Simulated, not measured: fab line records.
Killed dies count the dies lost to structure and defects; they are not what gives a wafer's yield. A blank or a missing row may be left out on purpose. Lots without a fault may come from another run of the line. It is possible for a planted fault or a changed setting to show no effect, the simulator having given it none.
Which tool was responsible? / flow nand_harc / 14 lots, 42 wafers sampled, at 3 steps of a route of 1159

WHAT THE GAUGES READ, wafer by wafer
NHARC_P_M2_THK_MEAS_24: measures by xrf. Usual: thk_nm reads 144.4 nm (standard deviation 1.9).
lot=L801; measured=day 6 04:32; on=film_metro-02; thk_nm (nm)=144.7 145.5 142.2; flag=
lot=L802; measured=day 6 07:56; on=film_metro-01; thk_nm (nm)=144.7 142.8 145.4; flag=
lot=L803; measured=day 6 17:32; on=film_metro-02; thk_nm (nm)=142.3 141.2 142.9; flag=
lot=L804; measured=day 6 21:04; on=film_metro-02; thk_nm (nm)=146.1 148.8 145.2; flag=
lot=L806; measured=day 7 10:20; on=film_metro-01; thk_nm (nm)=141.9 144.3 142.2; flag=
lot=L809; measured=day 8 14:15; on=film_metro-02; thk_nm (nm)=146.5 148.4 146.4; flag=
lot=L814; measured=day 9 14:39; on=film_metro-02; thk_nm (nm)=142.9 143.4 142.7; flag=
lot=L817; measured=day 10 08:32; on=film_metro-02; thk_nm (nm)=142.5 142.0 140.2; flag=
lot=L819; measured=day 10 09:23; on=film_metro-02; thk_nm (nm)=148.7 146.8 145.0; flag=
lot=L818; measured=day 10 10:23; on=film_metro-01; thk_nm (nm)=142.3 142.5 142.6; flag=
lot=L820; measured=day 10 22:20; on=film_metro-01; thk_nm (nm)=143.9 147.0 144.1; flag=
lot=L821; measured=day 11 04:02; on=film_metro-01; thk_nm (nm)=147.4 144.9 146.8; flag=
lot=L823; measured=day 11 12:52; on=film_metro-02; thk_nm (nm)=147.1 146.3 144.3; flag=
lot=L824; measured=day 11 17:41; on=film_metro-02; thk_nm (nm)=143.2 146.6 145.9; flag=

NHARC_P_BONDPAD_THK_MEAS_33: measures by ellipsometry. Usual: thk_nm reads 200.4 nm (standard deviation 1.9).
lot=L801; measured=day 6 05:59; on=film_metro-02; thk_nm (nm)=199.7 203.7 201.3; flag=
lot=L802; measured=day 6 09:23; on=film_metro-02; thk_nm (nm)=200.4 200.7 199.3; flag=
lot=L803; measured=day 6 19:35; on=film_metro-01; thk_nm (nm)=201.3 197.7 200.6; flag=
lot=L804; measured=day 6 22:28; on=film_metro-01; thk_nm (nm)=197.6 198.3 202.2; flag=
lot=L806; measured=day 7 11:41; on=film_metro-02; thk_nm (nm)=196.6 200.5 196.8; flag=
lot=L809; measured=day 8 15:37; on=film_metro-01; thk_nm (nm)=200.5 199.2 196.2; flag=
lot=L814; measured=day 9 16:14; on=film_metro-02; thk_nm (nm)=199.1 200.8 203.0; flag=
lot=L817; measured=day 10 09:55; on=film_metro-01; thk_nm (nm)=202.3 204.2 201.5; flag=
lot=L819; measured=day 10 10:56; on=film_metro-02; thk_nm (nm)=199.7 201.5 201.5; flag=
lot=L818; measured=day 10 11:44; on=film_metro-02; thk_nm (nm)=201.4 200.8 202.5; flag=
lot=L820; measured=day 10 23:43; on=film_metro-01; thk_nm (nm)=196.7 198.8 197.9; flag=
lot=L821; measured=day 11 05:47; on=film_metro-02; thk_nm (nm)=201.7 197.5 202.4; flag=
lot=L823; measured=day 11 14:14; on=film_metro-02; thk_nm (nm)=197.1 199.2 199.4; flag=
lot=L824; measured=day 11 19:04; on=film_metro-02; thk_nm (nm)=204.0 200.8 201.7; flag=

EACH LOT AND THE TOOL THAT RAN IT (in order: tool; ch and the chambers of the sampled wafers; start)
lot=L801; NHARC_P_M2_PRE_CLEAN_32=pecvd-01 ch 0,1,2, day 6 04:50
lot=L802; NHARC_P_M2_PRE_CLEAN_32=pecvd-03 ch 0,1,2, day 6 08:11
lot=L803; NHARC_P_M2_PRE_CLEAN_32=pecvd-01 ch 0,1,2, day 6 18:25
lot=L804; NHARC_P_M2_PRE_CLEAN_32=pecvd-04 ch 0,1,2, day 6 21:19
lot=L806; NHARC_P_M2_PRE_CLEAN_32=pecvd-01 ch 0,2, day 7 10:34
lot=L809; NHARC_P_M2_PRE_CLEAN_32=pecvd-04 ch 0,2, day 8 14:30
lot=L814; NHARC_P_M2_PRE_CLEAN_32=pecvd-01 ch 0,1,2, day 9 14:57
lot=L817; NHARC_P_M2_PRE_CLEAN_32=pecvd-01 ch 1,2, day 10 08:47
lot=L819; NHARC_P_M2_PRE_CLEAN_32=pecvd-04 ch 0,1,2, day 10 09:37
lot=L818; NHARC_P_M2_PRE_CLEAN_32=pecvd-03 ch 0,1,2, day 10 10:37
lot=L820; NHARC_P_M2_PRE_CLEAN_32=pecvd-03 ch 0,1,2, day 10 22:34
lot=L821; NHARC_P_M2_PRE_CLEAN_32=pecvd-04 ch 0,1,2, day 11 04:17
lot=L823; NHARC_P_M2_PRE_CLEAN_32=pecvd-03 ch 0,1,2, day 11 13:08
lot=L824; NHARC_P_M2_PRE_CLEAN_32=pecvd-03 ch 0,1,2, day 11 17:56
- NHARC_P_M2_PRE_CLEAN_32: time 12 s.

AS READ BY THE TOOLS THEMSELVES (means over the sampled wafers that have a number; for cases with no such wafer, the mark the record gives instead)
NHARC_P_M2_PRE_CLEAN_32. Usual: heater_power_w 612 W, standard deviation 45; rf_fwd_power_W 292.5 W, standard deviation 0.76.
lot=L801; tool=pecvd-01; heater_power_w (W)=642; rf_fwd_power_W (W)=292.3; flag=
lot=L802; tool=pecvd-03; heater_power_w (W)=618; rf_fwd_power_W (W)=291.6; flag=
lot=L803; tool=pecvd-01; heater_power_w (W)=615; rf_fwd_power_W (W)=292.6; flag=
lot=L804; tool=pecvd-04; heater_power_w (W)=566; rf_fwd_power_W (W)=292.3; flag=
lot=L806; tool=pecvd-01; heater_power_w (W)=688; rf_fwd_power_W (W)=292.6; flag=
lot=L809; tool=pecvd-04; heater_power_w (W)=580; rf_fwd_power_W (W)=292.9; flag=
lot=L814; tool=pecvd-01; heater_power_w (W)=618; rf_fwd_power_W (W)=292.4; flag=
lot=L817; tool=pecvd-01; heater_power_w (W)=606; rf_fwd_power_W (W)=291.9; flag=
lot=L819; tool=pecvd-04; heater_power_w (W)=629; rf_fwd_power_W (W)=292.7; flag=
lot=L818; tool=pecvd-03; heater_power_w (W)=591; rf_fwd_power_W (W)=293.0; flag=
lot=L820; tool=pecvd-03; heater_power_w (W)=614; rf_fwd_power_W (W)=292.7; flag=
lot=L821; tool=pecvd-04; heater_power_w (W)=554; rf_fwd_power_W (W)=292.8; flag=
lot=L823; tool=pecvd-03; heater_power_w (W)=600; rf_fwd_power_W (W)=292.6; flag=
lot=L824; tool=pecvd-03; heater_power_w (W)=610; rf_fwd_power_W (W)=292.7; flag=

THE ANSWER, worked out from the rows above alone
Rule: a lot is off if the mean of its wafers that have a number lies more than 3 standard deviations from the usual mean. A lot without any number at a reading at which 4 lots or more have one is off too. Where the step has rows for the other lots, those lots are counted as sound. After the gauges, taken in route order, come the tools' own readings; for these a lot's mean is taken, as printed above. At the first step where some lot is off, the reading lying furthest off is the one used; lots without a number count as furthest.
No lot is off on any of the readings shown, so nothing can be concluded from this.

WHAT THE SIMULATOR PUT IN
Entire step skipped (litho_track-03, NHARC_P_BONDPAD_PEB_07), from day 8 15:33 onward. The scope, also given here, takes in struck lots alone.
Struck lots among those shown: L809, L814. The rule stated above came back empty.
